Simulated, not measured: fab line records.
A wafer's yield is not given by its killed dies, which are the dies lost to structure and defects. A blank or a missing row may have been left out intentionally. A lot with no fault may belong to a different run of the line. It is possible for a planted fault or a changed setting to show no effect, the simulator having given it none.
Chamber matching :: flow nandHarc :: 4 sister chambers for NHARC_P_CONTACT_CMP_01 on cmp-03
The step polishes SiO2, target thk 200 nm. 8 wafers are shown with their chamber, then 9 later ones without.

WAFERS PAIRED WITH THEIR CHAMBERS
wafer: L079.6
chamber: 3
motorCurrentA (A): 12.0

wafer: L084.2
chamber: 0
motorCurrentA (A): 13.0

wafer: L084.6
chamber: 1
motorCurrentA (A): 11.6

wafer: L086.1
chamber: 1
motorCurrentA (A): 12.0

wafer: L086.5
chamber: 3
motorCurrentA (A): 13.2

wafer: L087.2
chamber: 0
motorCurrentA (A): 12.8

wafer: L087.4
chamber: 2
motorCurrentA (A): 12.7

wafer: L087.5
chamber: 2
motorCurrentA (A): 13.1

WAFERS WITHOUT THEIR CHAMBER
wafer: L089.3
motorCurrentA (A): 11.8

wafer: L089.4
motorCurrentA (A): 13.8

wafer: L089.5
motorCurrentA (A): 13.0

wafer: L095.1
motorCurrentA (A): 11.6

wafer: L095.3
motorCurrentA (A): 12.8

wafer: L095.4
motorCurrentA (A): 13.3

wafer: L096.4
motorCurrentA (A): 12.7

wafer: L096.5
motorCurrentA (A): 11.3

wafer: L096.6
motorCurrentA (A): 12.5

CHAMBER TAKEN BY EACH
wafer: L089.3
from the rows above: can't be placed: 1 or 3
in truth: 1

wafer: L089.4
from the rows above: can't be placed: 0 or 2 or 3
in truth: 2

wafer: L089.5
from the rows above: can't be placed: 0 or 2 or 3
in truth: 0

wafer: L095.1
from the rows above: can't be placed: 1 or 3
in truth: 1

wafer: L095.3
from the rows above: can't be placed: 2 or 0 or 3 or 1
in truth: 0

wafer: L095.4
from the rows above: can't be placed: 0 or 2 or 3
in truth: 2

wafer: L096.4
from the rows above: can't be placed: 3 or 2 or 0 or 1
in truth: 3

wafer: L096.5
from the rows above: can't be placed: 1 or 3
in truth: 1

wafer: L096.6
from the rows above: can't be placed: 3 or 2 or 0 or 1
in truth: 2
0 of 9 placed correctly. Cannot be placed on the basis of these rows: 9; the candidates contain the true chamber in 9. Wrongly placed: 0.
How it was worked out, from the rows above alone: a wafer's distance from a chamber is the root of the sum, over the readings, of the square of ((its reading less the chamber's mean) divided by the reading's scatter). The wafer belongs to the nearest chamber; if the next one is less than 2 further off, it can't be placed. For every chamber, the mean is computed from those of its wafers that are shown. The scatter: the root of (the sum of the squares of (reading less its chamber's mean) over the shown wafers, divided by (wafers less chambers)).
